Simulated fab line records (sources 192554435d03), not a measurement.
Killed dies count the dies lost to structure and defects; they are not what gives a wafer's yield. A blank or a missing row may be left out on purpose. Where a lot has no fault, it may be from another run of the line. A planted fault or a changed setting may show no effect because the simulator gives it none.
Chamber matching / flow n5_finfet / N5_STI_FIN_REVEAL_CMP_04 on cmp-04: 4 sister chambers
The step polishes, stops on Si3N4, t overpolish 4 s, target thk 131.83 nm. 4 wafers are shown with their chamber, then 12 later ones without.

## WAFERS PAIRED WITH THEIR CHAMBERS
wafer=L082.4; chamber=1; motor_current_A (A)=8.4
wafer=L089.1; chamber=3; motor_current_A (A)=8.3
wafer=L089.4; chamber=0; motor_current_A (A)=6.8
wafer=L089.6; chamber=2; motor_current_A (A)=8.4

## WAFERS WHOSE CHAMBER IS MISSING
wafer=L090.3; motor_current_A (A)=8.7
wafer=L090.4; motor_current_A (A)=8.2
wafer=L090.6; motor_current_A (A)=8.5
wafer=L094.2; motor_current_A (A)=8.5
wafer=L094.3; motor_current_A (A)=8.3
wafer=L094.6; motor_current_A (A)=8.8
wafer=L095.2; motor_current_A (A)=8.4
wafer=L095.5; motor_current_A (A)=8.9
wafer=L095.6; motor_current_A (A)=8.1
wafer=L096.4; motor_current_A (A)=8.3
wafer=L096.5; motor_current_A (A)=9.2
wafer=L096.6; motor_current_A (A)=7.9

## CHAMBER TAKEN BY EACH
wafer=L090.3; from the rows above=can't be placed: 1 or 2 or 3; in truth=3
wafer=L090.4; from the rows above=can't be placed: 3 or 1 or 2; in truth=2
wafer=L090.6; from the rows above=can't be placed: 1 or 2 or 3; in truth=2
wafer=L094.2; from the rows above=can't be placed: 1 or 2 or 3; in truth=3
wafer=L094.3; from the rows above=can't be placed: 3 or 1 or 2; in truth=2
wafer=L094.6; from the rows above=can't be placed: 1 or 2 or 3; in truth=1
wafer=L095.2; from the rows above=can't be placed: 1 or 2 or 3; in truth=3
wafer=L095.5; from the rows above=can't be placed: 1 or 2 or 3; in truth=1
wafer=L095.6; from the rows above=can't be placed: 3 or 1 or 2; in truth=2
wafer=L096.4; from the rows above=can't be placed: 3 or 1 or 2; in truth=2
wafer=L096.5; from the rows above=can't be placed: 1 or 2 or 3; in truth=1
wafer=L096.6; from the rows above=can't be placed: 3 or 1 or 2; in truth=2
Correct placement for 0 of the 12. From these rows, 12 cannot be placed; in 12 the true chamber is one of the candidates. 0 placed wrongly.
How it was worked out, from the rows above alone: a wafer's distance from a chamber is the root of the sum, over the readings, of the square of ((its reading less the chamber's mean) divided by the reading's scatter). The wafer belongs to the nearest chamber; if the next one is less than 2 further off, it can't be placed. For every chamber, the mean is computed from those of its wafers that are shown. The scatter: with one shown wafer a chamber, the root of the mean of the squares of how far each hidden wafer lies from its nearest shown one.
